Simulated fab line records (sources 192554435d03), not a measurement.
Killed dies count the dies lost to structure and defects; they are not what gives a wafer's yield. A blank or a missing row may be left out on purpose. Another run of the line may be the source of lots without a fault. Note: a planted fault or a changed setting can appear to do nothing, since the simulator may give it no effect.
Which tool is to blame? | flow n5Finfet | 9 lots with 27 wafers sampled at 5 steps, on a route of 1938 steps

## WHAT EACH GAUGE READ, for each wafer
N5_BEOL_M15_THK_MEAS_50: measures by xrf. Usual: for M15_THK the level is 869 nm and the standard deviation is 24.
lot  | measured     | on           | M15_THK (nm) | flag
L289 | day 13 11:49 | filmMetro-01 | 849 861 872  | 
L295 | day 14 09:26 | filmMetro-02 | 877 858 829  | 
L297 | day 15 05:10 | filmMetro-02 | 856 837 861  | 
L298 | day 15 10:50 | filmMetro-02 | 832 858 865  | 
L303 | day 16 12:17 | filmMetro-01 | 887 888 1191 | OFF
L301 | day 16 12:46 | filmMetro-01 | 887 861 895  | 
L300 | day 16 14:22 | filmMetro-01 | 895 852 895  | 
L302 | day 16 18:23 | filmMetro-02 | 1173 872 877 | OFF
L306 | day 18 12:22 | filmMetro-01 | 888 882 884  | 

N5_BEOL_M15_RS_MEAS_54: measures by four-point-probe. Usual: for M15_RS the level is 0.0215 ohm/sq and the standard deviation is 0.00048.
lot  | measured     | on           | M15_RS (ohm/sq)      | flag
L289 | day 13 11:56 | filmMetro-01 | 0.0221 0.0217 0.0215 | 
L295 | day 14 09:34 | filmMetro-02 | 0.0211 0.0215 0.0223 | 
L297 | day 15 05:20 | filmMetro-01 | 0.0213 0.0218 0.0212 | 
L298 | day 15 10:58 | filmMetro-02 | 0.0221 0.0213 0.0211 | 
L303 | day 16 12:24 | filmMetro-01 | 0.0212 0.0211 0.0158 | OFF
L301 | day 16 12:55 | filmMetro-01 | 0.0214 0.0221 0.0212 | 
L300 | day 16 14:29 | filmMetro-02 | 0.0210 0.0221 0.0211 | 
L302 | day 16 18:31 | filmMetro-01 | 0.0158 0.0212 0.0212 | OFF
L306 | day 18 12:29 | filmMetro-01 | 0.0210 0.0212 0.0212 | 

## TOOL THAT RAN EACH LOT (tool first, then ch and the chambers of the sampled wafers, then the start)
lot  | N5_BEOL_M15_ETCH_61               | N5_BEOL_M15_TRENCH_ETCH_34        | N5_BEOL_M15_CMP_49
L289 | rieDiel-03 ch 1,3, day 12 18:56   | rieDiel-03 ch 1,3, day 12 18:59   | cmp-03 ch 1,2,3, day 13 11:35
L295 | rieDiel-03 ch 0,1,2, day 14 05:27 | rieDiel-03 ch 0,1,2, day 14 05:30 | cmp-01 ch 0,3, day 14 09:10
L297 | rieDiel-01 ch 0,1,2, day 14 22:56 | rieDiel-01 ch 0,1,2, day 14 22:59 | cmp-01 ch 1,2,3, day 15 04:52
L298 | rieDiel-01 ch 0,1,2, day 15 07:47 | rieDiel-01 ch 0,1,2, day 15 07:50 | cmp-01 ch 1,2,3, day 15 10:33
L303 | rieDiel-01 ch 0,3, day 16 06:55   | rieDiel-01 ch 0,3, day 16 06:58   | cmp-04 ch 2,3, day 16 12:01
L301 | rieDiel-06 ch 0,3, day 16 08:36   | rieDiel-06 ch 0,3, day 16 08:39   | cmp-04 ch 0,2,3, day 16 12:32
L300 | rieDiel-06 ch 0,1, day 16 09:22   | rieDiel-06 ch 0,1, day 16 09:25   | cmp-03 ch 0,3, day 16 14:03
L302 | rieDiel-01 ch 0,2,3, day 16 09:57 | rieDiel-01 ch 0,2,3, day 16 10:00 | cmp-04 ch 0,2,3, day 16 18:05
L306 | rieDiel-03 ch 0,2,3, day 18 07:41 | rieDiel-03 ch 0,2,3, day 18 07:44 | cmp-01 ch 0,3, day 18 12:04
- N5_BEOL_M15_ETCH_61: etches BARC in N2/H2, target depth 89 nm, overetch 26.7 nm, time 67.9 s.
- N5_BEOL_M15_TRENCH_ETCH_34: etches SiO2 in C4F8/O2/Ar, target depth 872.93 nm, time 199 s.
- N5_BEOL_M15_CMP_49: polishes, stops on SiO2, t overpolish 4.9 s, target thk 850 nm.

## WHAT THE TOOLS THEMSELVES READ (means of the sampled wafers that have a number; where no wafer has one, the mark that the record gives instead)
N5_BEOL_M15_ETCH_61. Usual: drypumpMotorCurrentA 5.9 A, standard deviation 0.57; oesProductAu 0.69 a.u., standard deviation 0.071; rfVppV 523.7 V, standard deviation 2.2; showerheadPlenumPTorr 2.54 Torr, standard deviation 0.072; throttleValvePct 17.82 %, standard deviation 0.22.
lot  | tool       | drypumpMotorCurrentA (A) | oesProductAu (a.u.) | rfVppV (V) | showerheadPlenumPTorr (Torr) | throttleValvePct (%) | flag
L289 | rieDiel-03 | 5.5                      | 0.63                | 525.3      | 2.60                         | 18.02                | 
L295 | rieDiel-03 | 6.3                      | 0.75                | 524.2      | 2.55                         | 17.69                | 
L297 | rieDiel-01 | 5.4                      | 0.62                | 525.0      | 2.56                         | 18.01                | 
L298 | rieDiel-01 | 5.4                      | 0.62                | 524.3      | 2.56                         | 18.02                | 
L303 | rieDiel-01 | 5.4                      | 0.61                | 522.5      | 2.49                         | 18.21                | 
L301 | rieDiel-06 | 5.9                      | 0.64                | 523.8      | 2.55                         | 17.90                | 
L300 | rieDiel-06 | 5.5                      | 0.74                | 521.2      | 2.45                         | 17.63                | 
L302 | rieDiel-01 | 5.7                      | 0.62                | 522.9      | 2.49                         | 18.12                | 
L306 | rieDiel-03 | 6.2                      | 0.74                | 524.4      | 2.55                         | 17.74                | 

N5_BEOL_M15_TRENCH_ETCH_34. Usual: drypumpMotorCurrentA 5.9 A, standard deviation 0.57; oes_ar_750_au 0.81 a.u., standard deviation 0.081; oesProductAu 0.81 a.u., standard deviation 0.088; rfVppV 2221 V, standard deviation 43; showerheadPlenumPTorr 3.43 Torr, standard deviation 0.083; throttleValvePct 30.83 %, standard deviation 0.26.
lot  | tool       | drypumpMotorCurrentA (A) | oes_ar_750_au (a.u.) | oesProductAu (a.u.) | rfVppV (V) | showerheadPlenumPTorr (Torr) | throttleValvePct (%) | flag
L289 | rieDiel-03 | 5.5                      | 0.73                 | 0.73                | 2194       | 3.50                         | 30.83                | 
L295 | rieDiel-03 | 6.3                      | 0.86                 | 0.87                | 2235       | 3.45                         | 30.67                | 
L297 | rieDiel-01 | 5.3                      | 0.73                 | 0.73                | 2190       | 3.47                         | 31.11                | 
L298 | rieDiel-01 | 5.3                      | 0.72                 | 0.72                | 2190       | 3.47                         | 31.11                | 
L303 | rieDiel-01 | 5.4                      | 0.72                 | 0.78                | 2185       | 3.37                         | 31.36                | 
L301 | rieDiel-06 | 5.9                      | 0.74                 | 0.74                | 2291       | 3.46                         | 30.84                | 
L300 | rieDiel-06 | 5.4                      | 0.86                 | 0.87                | 2176       | 3.34                         | 30.76                | 
L302 | rieDiel-01 | 5.7                      | 0.73                 | 0.78                | 2183       | 3.38                         | 31.31                | 
L306 | rieDiel-03 | 6.2                      | 0.85                 | 0.87                | 2235       | 3.45                         | 30.77                | 

N5_BEOL_M15_CMP_49. Usual: clearingPlatenDownForcePsi 2.000 psi, standard deviation 0.004; motorCurrentA 8.2 A, standard deviation 0.73.
lot  | tool   | clearingPlatenDownForcePsi (psi) | motorCurrentA (A) | flag
L289 | cmp-03 | 2.002                            | 8.4               | 
L295 | cmp-01 | 1.997                            | 8.8               | 
L297 | cmp-01 | 1.996                            | 8.1               | 
L298 | cmp-01 | 2.004                            | 8.3               | 
L303 | cmp-04 | 2.000                            | 8.6               | 
L301 | cmp-04 | 1.997                            | 8.1               | 
L300 | cmp-03 | 2.002                            | 8.2               | 
L302 | cmp-04 | 2.000                            | 8.3               | 
L306 | cmp-01 | 2.001                            | 9.1               | 

## THE ANSWER, worked out from the rows above alone
Rule: lot off if the mean of its wafers having a number is beyond 3 standard deviations from the usual mean. A lot without any number at a reading at which 4 lots or more have one is off too. All remaining lots with rows at the step are treated as sound. The gauges are gone through in route order, then the tools' own readings, and for those a lot's mean is taken as printed above. At the first step where some lot is off, the reading lying furthest off is the one used; lots without a number count as furthest.
Off: L303, L302, seen at N5_BEOL_M15_THK_MEAS_50 (M15_THK).
A tool fits if, at a process step before that reading, it ran every lot that is off, and no sound lot after the first of them. The gauges at N5_BEOL_M15_THK_MEAS_50 are tried like those tools. One candidate fits, namely rieDiel-01 at N5_BEOL_M15_ETCH_61 and N5_BEOL_M15_TRENCH_ETCH_34. At N5_BEOL_M15_ETCH_61 its last sound lot is L298 (day 15 07:47), its first lot that is off L303 (day 16 06:55): a fault that began between those two fits.

## WHAT THE SIMULATOR HAD PUT IN
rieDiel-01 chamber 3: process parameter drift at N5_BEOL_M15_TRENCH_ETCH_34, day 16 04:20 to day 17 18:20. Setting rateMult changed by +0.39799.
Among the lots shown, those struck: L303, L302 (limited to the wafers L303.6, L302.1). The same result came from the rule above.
